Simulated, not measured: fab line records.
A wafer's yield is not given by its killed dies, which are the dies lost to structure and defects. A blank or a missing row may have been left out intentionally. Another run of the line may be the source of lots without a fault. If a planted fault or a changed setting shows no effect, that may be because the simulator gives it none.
Split-lot experiment ; flow n5Finfet ; on a route of 1938 steps: 7 lots, 39 wafers read

== ABOUT THE SPLIT ==
At N5_BEOL_M11_TRENCH_ETCH_37 (etches SiCOH lowk in C4F6/O2, target depth 148.83 nm, time 48 s), the setting targetDepthA was moved away from the recipe's 1488.3 angstrom on 15 of the 39 wafers read, by -57.4% to +59.2%. For the rest of the wafers, this setting stayed at what the recipe calls for.

== FROM THE SPLIT TO THE READING: what the file shows between them, 8 steps ==
- N5_BEOL_M11_ETCH_41: etches SiCN in CH3F/O2, target depth 42.6 nm, time 86 s
- N5_BEOL_M11_STRIP_77: strips in N2/H2, time 10 s
- N5_BEOL_M11_OCD_MEAS_38
- N5_BEOL_M11_HM_STRIP_39: strips TiN in peroxide tin strip, target depth 25 nm, time 158 s
- N5_BEOL_M11_SRD_40: time 30 s
- N5_BEOL_M11_ECD_50: material Cu, target thk 318 nm
- N5_BEOL_M11_ANNEAL_51: time 90 s
- N5_BEOL_M11_CMP_52: polishes, stops on SiCOH lowk, t overpolish 7 s, target thk 140 nm

== THE READING ==
M11_THK, in nm, at N5_BEOL_M11_THK_MEAS_53 (measures by xrf). On this fab line, fault-free wafers typically give 137.9 nm with a standard deviation of 2.3 nm.

wafer;tool, chamber at the split;targetDepthA as run, angstrom;against the recipe;M11_THK, nm;against lot-mates on the recipe
L076.1;rieDiel-01, 1;1488.3;recipe;143.0;-
L076.2;rieDiel-01, 3;1488.3;recipe;142.2;-
L076.3;rieDiel-01, 2;1488.3;recipe;144.7;-
L076.4;rieDiel-01, 0;2369;+59.2%;228.8;+85.5
L076.5;rieDiel-01, 3;2369;+59.2%;227.9;+84.6
L076.6;rieDiel-01, 0;2369;+59.2%;231.2;+87.9
L079.2;rieDiel-04, 0;1488.3;recipe;138.2;-
L079.3;rieDiel-04, 1;1488.3;recipe;141.2;-
L079.6;rieDiel-04, 1;1488.3;recipe;139.5;-
L081.1;rieDiel-04, 0;1488.3;recipe;137.3;-
L081.2;rieDiel-04, 2;1488.3;recipe;138.3;-
L081.3;rieDiel-04, 1;1777;+19.4%;168.9;+31.6
L081.4;rieDiel-04, 3;1488.3;recipe;136.2;-
L081.5;rieDiel-04, 0;1777;+19.4%;164.5;+27.2
L081.6;rieDiel-04, 3;1777;+19.4%;166.9;+29.6
L083.1;rieDiel-03, 0;1488.3;recipe;138.6;-
L083.2;rieDiel-03, 2;1488.3;recipe;136.9;-
L083.3;rieDiel-03, 1;906.5;-39.1%;80.7;-57.1
L083.4;rieDiel-03, 3;906.5;-39.1%;81.3;-56.5
L083.5;rieDiel-03, 2;906.5;-39.1%;81.0;-56.8
L083.6;rieDiel-03, 1;1488.3;recipe;137.8;-
L084.1;rieDiel-01, 0;1736;+16.6%;158.9;+21.7
L084.2;rieDiel-01, 2;1488.3;recipe;139.7;-
L084.3;rieDiel-01, 1;1736;+16.6%;160.8;+23.6
L084.4;rieDiel-01, 3;1736;+16.6%;161.5;+24.3
L084.5;rieDiel-01, 0;1488.3;recipe;136.0;-
L084.6;rieDiel-01, 1;1488.3;recipe;135.9;-
L085.1;rieDiel-01, 3;1488.3;recipe;137.3;-
L085.2;rieDiel-01, 2;1488.3;recipe;140.6;-
L085.3;rieDiel-01, 0;1488.3;recipe;138.2;-
L085.4;rieDiel-01, 1;1488.3;recipe;140.0;-
L085.5;rieDiel-01, 0;1488.3;recipe;137.0;-
L085.6;rieDiel-01, 3;1488.3;recipe;137.4;-
L091.1;rieDiel-04, 2;633.3;-57.4%;53.7;-86.9
L091.2;rieDiel-04, 3;633.3;-57.4%;55.2;-85.4
L091.3;rieDiel-04, 1;1488.3;recipe;143.3;-
L091.4;rieDiel-04, 0;633.3;-57.4%;52.7;-87.9
L091.5;rieDiel-04, 2;1488.3;recipe;138.3;-
L091.6;rieDiel-04, 3;1488.3;recipe;140.2;-

THE FIT
A straight line over all 39 wafers: M11_THK changes by +1.49 nm for each +1% of targetDepthA; r = +1.00; the points scatter about the line by 2.4 nm.
The same after taking each lot's own level away (the mean of its wafers on the recipe; 39 wafers): +1.47 nm for each +1%; r = +1.00; scatter 1.6 nm.
According to that fit, moving targetDepthA by its largest amount changes the reading by 87 nm.
The lots' own levels span 137.20 to 143.30 nm, that is 2.7 times the standard deviation above.
Consequently the slope shifts little with the lot-to-lot level, the two slopes agreeing.
Check: with one of the wafers moved furthest among these (+59.2%) left out of the fit, the line predicts +87.3 nm for it against its lot-mates. It came out at +85.5 nm against them.

== THE WHOLE CHAIN: every reading that the file lists as answering this split, in the file's order ==
step;what it does;reading;change (the file's fit);r (the file's)
N5_BEOL_M11_TRENCH_ETCH_37;etches SiCOH lowk in C4F6/O2, target depth 148.83 nm, time 48 s;etch.depthNm (the simulator's own value, which no gauge read);+1.5 nm for each +1% of the setting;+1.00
N5_BEOL_M11_TRENCH_ETCH_37;etches SiCOH lowk in C4F6/O2, target depth 148.83 nm, time 48 s;BEOL_M11.featureDepthNm (the simulator's own value, which no gauge read);+1.5 nm for each +1% of the setting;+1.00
N5_BEOL_M11_TRENCH_ETCH_37;etches SiCOH lowk in C4F6/O2, target depth 148.83 nm, time 48 s;TiN_of_BEOL_M11_HM_DEP_02.thkNm (the simulator's own value, which no gauge read);-0.0418 nm for each +1% of the setting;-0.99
N5_BEOL_M11_OCD_MEAS_38;;trenchDepthNm;+1.5 nm for each +1% of the setting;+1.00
N5_BEOL_M11_CMP_52;polishes, stops on SiCOH lowk, t overpolish 7 s, target thk 140 nm;Cu_of_BEOL_M11_ECD_50.thkNm (the simulator's own value, which no gauge read);+1.5 nm for each +1% of the setting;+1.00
N5_BEOL_M11_THK_MEAS_53;measures by xrf;M11_THK;+1.47 for each +1% of the setting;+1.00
N5_BEOL_M11_RS_MEAS_57;measures by four-point-probe;M11_RS;not straight: 0.4500 at the lowest setting, 0.1494 at the recipe, 0.0870 at the highest;not given

== THE FILE'S OWN FIT ==
M11_THK changes by +1.47 nm for each +1% of targetDepthA, r = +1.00.
